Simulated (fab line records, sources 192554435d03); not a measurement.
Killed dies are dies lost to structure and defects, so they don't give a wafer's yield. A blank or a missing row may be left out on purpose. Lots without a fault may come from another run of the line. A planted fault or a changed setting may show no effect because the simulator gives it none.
fab line records | flow n5_finfet
record lots=5 wafers=12 last_day=17
route steps=1938 shown FIN_CUT@161 BEOL_M4@1111
lots that met no fault: from a run of the same line without faults
start_h: hours from the record's first day to the start of the lot's first wafer shown | wait_h: hours since the lot's step before | " the same as in the row above | L1.1+2: a row that stands for several wafers | - no value, or no start given | * or withheld: withheld | < > ~ a bound
route shown NAME@n: a module of which the file shows steps, and the number in the route of the first | usual: mean/standard deviation of fault-free wafers | same: alike in all rows | chamber/n: place in a boat | sites: the reading at each site | _std_site: their standard deviation | _edge_site: outer sites' mean less inner sites' | radius_mm: how far each site lies from the wafer's centre | mask NAME#n: copy n | behind: the tool/chamber that last shaped the wafer | hold: why the lot was held/for how many hours/how that ended | device: the transistor (n, p or np) that didn't switch | end of line: the same wafers' tests at the end of the route | a step without rows: its recipe alone | killed: dies lost to structure and defects at the first sort, not the wafer's yield | map: a wafer's dies, x killed, . not, _ none there
set.NAME: the setting as run; set.NAME@STEP: as run at that earlier step | model.NAME: the simulator's own value behind a step, which no gauge read
lots at some steps of the route; a table a step, a row a wafer
services: from which hour (start_h, from the record's first day; less than 0 if before it) a tool's chamber was out of use, for how many hours, and why
## steps
# step N5_FIN_CUT_PEB_06
# recipe peb_temp_c=100 peb_time_s=60 resist=CAR-EUV
# step N5_FIN_CUT_DEVELOP_07
# recipe develop_time_s=30 developer=TMAH resist=CAR-EUV rinse_liquid=surfactant_rinse dry=air_spin dev_temp_c=23
# step N5_FIN_CUT_DESCUM_13
# recipe chemistry=O2 time_s=7 source_power_w=50 bias_power_w=20 pressure_mtorr=20 rf_frequency_hz=2.712e+07 temp_c=40 resist=CAR-EUV o2_flow_sccm=225
# step N5_FIN_CUT_ETCH_30
# recipe chemistry=N2/H2 target=underlayer target_depth_a=130 mask_material=CAR-EUV time_s=10.4 ion_energy_ev=200 pressure_mtorr=30 source_w=840 bias_w=150 n2_flow_sccm=200 h2_flow_sccm=200 ends=cleared
# step N5_FIN_CUT_ETCH_20
# recipe chemistry=CF4 target=SiARC target_depth_a=260 mask_material=CAR-EUV time_s=43.3 ion_energy_ev=80 pressure_mtorr=40 source_w=545 bias_w=36 Ar_flow_sccm=100 cf4_flow_sccm=100 ends=cleared
# step N5_FIN_CUT_ETCH_21
# recipe chemistry=N2/H2 target=SOC target_depth_a=2190 overetch_a=438 mask_material=SiARC temp_c=40 ion_energy_ev=100 bias_w=61 time_s=523.5 pressure_mtorr=30 source_w=850 n2_flow_sccm=200 h2_flow_sccm=200
# step N5_FIN_CUT_STRIP_23
# recipe chemistry=N2/H2 temp_c=40 n2_flow_sccm=200 h2_flow_sccm=200 rf_frequency_hz=6e+07
# step N5_FIN_CUT_STRIP_31
# recipe chemistry=N2/H2 temp_c=40 n2_flow_sccm=200 h2_flow_sccm=200 rf_frequency_hz=6e+07
# step N5_FIN_CUT_STRIP_24
# recipe chemistry=CF4 resist=SiARC power_w=300 bias_power_w=75 pressure_mtorr=50 cf4_flow_sccm=150 rf_frequency_hz=6e+07
# step N5_FIN_CUT_CUT_ETCH_26
# recipe chemistry=CH3F/O2 target=SiNx target_depth_a=390 mask_material=SOC time_s=55.7 pressure_mtorr=30 source_w=395 bias_w=73 Ar_flow_sccm=150 CH3F_flow_sccm=30 O2_flow_sccm=20 ion_energy_ev=120
# usual drypump_motor_current_A=5.6/0.5 oes_product_au=0.79/0.071 rf_vpp_V=296/5 run_length_s=79.1/0.46 showerhead_plenum_p_Torr=2.02/0.09 throttle_valve_pct=16.44/0.18
# columns lot.wafer tool chamber start_h wait_h drypump_motor_current_A oes_product_au rf_hours_counter_h rf_vpp_V run_length_s showerhead_plenum_p_Torr throttle_valve_pct model.etch.depth_nm model.SOC_of_FIN_CUT_COAT_18.thk_nm
L842.1 rie_diel-02 1 88.26 0.0 4.9 0.73 172 299 79.4 1.92 16.09 38.55 212.2
L842.3 " 0 " " 5.3 0.76 140 296 79.1 2.01 16.59 38.75 211.8
L842.4 " 2 " " 6.0 0.81 87 296 78.7 1.86 16.61 40.11 210.8
L849.1 rie_diel-02 2 129.25 0.0 6.1 0.79 97 295 78.5 1.86 16.62 39.03 211.2
L849.6 " 1 " " 4.9 0.71 - 298 95.5 1.92 16.15 48.62 206.2
L850.1 rie_diel-02 3 136.46 0.0 5.6 0.86 42 298 78.4 2.14 16.33 37.85 211
L850.3 " 0 " " 5.3 0.74 157 295 94.9 2.01 16.61 49.11 206
L852.2 rie_diel-01 3 148.72 0.0 5.2 0.77 148 293 78.6 2.01 16.62 39.68 210.8
L852.3 " 1 " " 5.8 0.86 33 298 78.9 2.11 16.39 38.69 211
L852.5 " 1 " " 5.8 0.87 - 298 79.5 2.11 16.38 38.54 212.4
L854.5 rie_diel-02 0 159.51 0.0 5.3 0.74 - 296 78.9 2.01 16.65 38.67 210.8
L854.6 " 3 " " 5.6 0.87 - 296 95.1 2.13 16.33 49.34 206.8
# step N5_FIN_CUT_CUT_ETCH_27
# recipe chemistry=CHF3/O2 target=SiO2 target_depth_a=40 mask_material=SOC overetch_a=20 time_s=4.9 pressure_mtorr=30 source_w=650 bias_w=170 Ar_flow_sccm=200 CHF3_flow_sccm=50 O2_flow_sccm=5 ion_energy_ev=200
# step N5_FIN_CUT_PRECLEAN_35
# recipe time_s=13.3 temp_c=45 pressure_torr=125 p_hf_torr=3 p_coreactant_torr=25 chemistry=vHF
# step N5_FIN_CUT_CUT_ETCH_15
# recipe chemistry=HBr/Cl2/O2 target=Si target_depth_a=1000 bt_time_s=10 mask_material=SOC time_s=42.4 ion_energy_ev=* bias_w=* pressure_mtorr=10 icp_w=800 HBr_flow_sccm=150 Cl2_flow_sccm=80 O2_flow_sccm=12
# step N5_FIN_CUT_CUT_ETCH_28
# recipe chemistry=HBr/Cl2/O2 target=Si target_depth_a=60 mask_material=SOC time_s=2.4 ion_energy_ev=* bias_w=* pressure_mtorr=10 icp_w=800 HBr_flow_sccm=150 Cl2_flow_sccm=80 O2_flow_sccm=12
# usual drypump_motor_current_A=5.4/0.44 oes_product_au=1.003/0.015 throttle_valve_pct=37.3/0.5
# columns lot.wafer tool chamber start_h wait_h drypump_motor_current_A oes_product_au rf_hours_counter_h throttle_valve_pct model.SOC_of_FIN_CUT_COAT_18.thk_nm
L842.1 rie_si-04 1 88.51 0.0 6.2 1.016 67 37.3 168.8
L842.3 " 0 " " 5.9 1.024 169 36.8 169
L842.4 " 3 " " 5.6 1.007 113 37.1 166.2
L849.1 rie_si-04 0 129.50 0.0 5.8 1.021 170 36.8 168.6
L849.6 " 3 " " 5.5 0.998 - 37.1 162.2
L850.1 rie_si-02 2 136.71 0.0 6.2 0.993 45 37.2 168.2
L850.3 " 1 " " 6.0 1.030 1 36.5 163.4
L852.2 rie_si-01 2 148.97 0.0 4.8 1.019 48 37.1 167
L852.3 " 0 " " 4.8 0.991 136 38.3 168.4
L852.5 " 1 " " 5.3 0.991 - 37.7 170.8
L854.5 rie_si-01 0 159.76 0.0 4.9 0.993 - 38.3 168
L854.6 " 1 " " 5.3 0.993 - 37.7 165.2
# step N5_FIN_CUT_STRIP_22
# recipe chemistry=N2/H2 power_w=500 temp_c=40 pressure_mtorr=50 rf_frequency_hz=6e+07 overash_fraction=0.3 bias_power_w=8 h2_frac=0.5 n2_flow_sccm=300 h2_flow_sccm=300
# step N5_BEOL_M4_RC_MEAS_101
# usual DIBL_N=35.9/1.9 DIBL_P=35.8/2.4 IOFF_N=0.15/0.031 IOFF_P=0.21/0.037 ION_N=672/13 ION_P=462/8.3 SS_N=71.5/0.72 SS_P=73.2/0.67 VT_N=250/3.4 VT_P=-250/3.4
# columns lot.wafer tool chamber start_h wait_h DIBL_N[mV/V] DIBL_P[mV/V] IOFF_N[nA/um] IOFF_P[nA/um] ION_N[uA/um] ION_P[uA/um] SS_N[mV/dec] SS_P[mV/dec] VT_N[mV] VT_P[mV]
L842.1 prober-01 0 225.61 0.0 34.0 34.9 0.12 0.18 662 458 70.9 72.8 252 -252
L842.3 " 0 " " 35.9 34.7 0.14 0.17 649 443 72.2 73.1 252 -254
L842.4 " 0 " " 37.3 38.4 0.19 0.23 693 468 71.4 73.0 244 -248
L849.1 prober-02 0 260.98 0.0 39.3 38.9 0.20 0.26 675 465 72.4 74.0 245 -247
L849.6 " 0 " " 37.5 36.9 0.16 0.23 676 470 72.7 74.3 249 -248
L850.1 prober-01 0 286.81 0.0 36.6 36.6 0.16 0.20 692 476 71.8 73.1 249 -251
L850.3 " 0 " " 37.1 36.9 0.15 0.21 673 461 71.7 73.8 251 -250
L852.2 prober-01 0 295.96 0.2 35.3 34.8 0.16 0.20 683 466 70.5 72.8 247 -248
L852.3 " 0 " " 32.0 31.7 0.10 0.16 664 462 69.9 71.9 256 -253
L852.5 " 0 " " 33.2 32.1 0.12 0.17 672 469 69.5 72.0 253 -249
L854.5 prober-01 0 310.64 0.6 35.8 37.0 0.15 0.20 674 464 71.2 74.0 251 -251
L854.6 " 0 " " 37.9 39.3 0.19 0.25 694 471 72.8 74.7 248 -248
## services
# columns tool chamber start_h hours kind
rie_diel-02 1 66.08 13.3 repair
rie_si-01 3 66.08 0.9 repair
rie_si-02 1 67.10 - clean
rie_si-02 1 67.10 20.5 scheduled_down
rie_si-02 1 67.10 20.5 vent_cycle
rie_diel-01 1 70.81 8.1 repair
rie_si-01 - 83.58 0.3 repair
rie_diel-01 2 95.05 - clean
rie_diel-01 2 95.05 - consumable_replace:focus_ring
rie_diel-01 2 95.05 - consumable_replace:showerhead
rie_diel-01 2 95.05 24.1 scheduled_down
rie_diel-01 2 95.05 24.1 vent_cycle
rie_diel-02 2 100.33 12.5 repair
rie_si-02 2 112.41 5.3 repair
rie_si-02 0 115.30 3.1 repair
rie_diel-01 - 127.88 1.2 repair
rie_si-04 3 131.12 3.7 repair
rie_si-04 1 137.08 5.5 repair
## key
first_sign step=N5_FIN_CUT_CUT_ETCH_26 reading=run_length_s direction=up sigmas=35 usual=* struck=*
effect none on later readings
model_effect step=N5_FIN_CUT_CUT_ETCH_26 value=etch.depth_nm without=38.03 struck=49.02
model_effect step=N5_FIN_CUT_CUT_ETCH_28 value=SOC_of_FIN_CUT_COAT_18.thk_nm without=168.9 struck=163.6
met_at N5_FIN_CUT_CUT_ETCH_26
struck_wafers L849.6,L850.3,L854.6
onset_between 88.26 129.25
fault kind=process_parameter_drift tool=rie_diel-02 chamber=- onset_h=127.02 steps=N5_FIN_CUT_CUT_ETCH_26 channel=time_s offset=* shape=step end_h=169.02 scope=struck_wafers_only acts_in=* stated=*
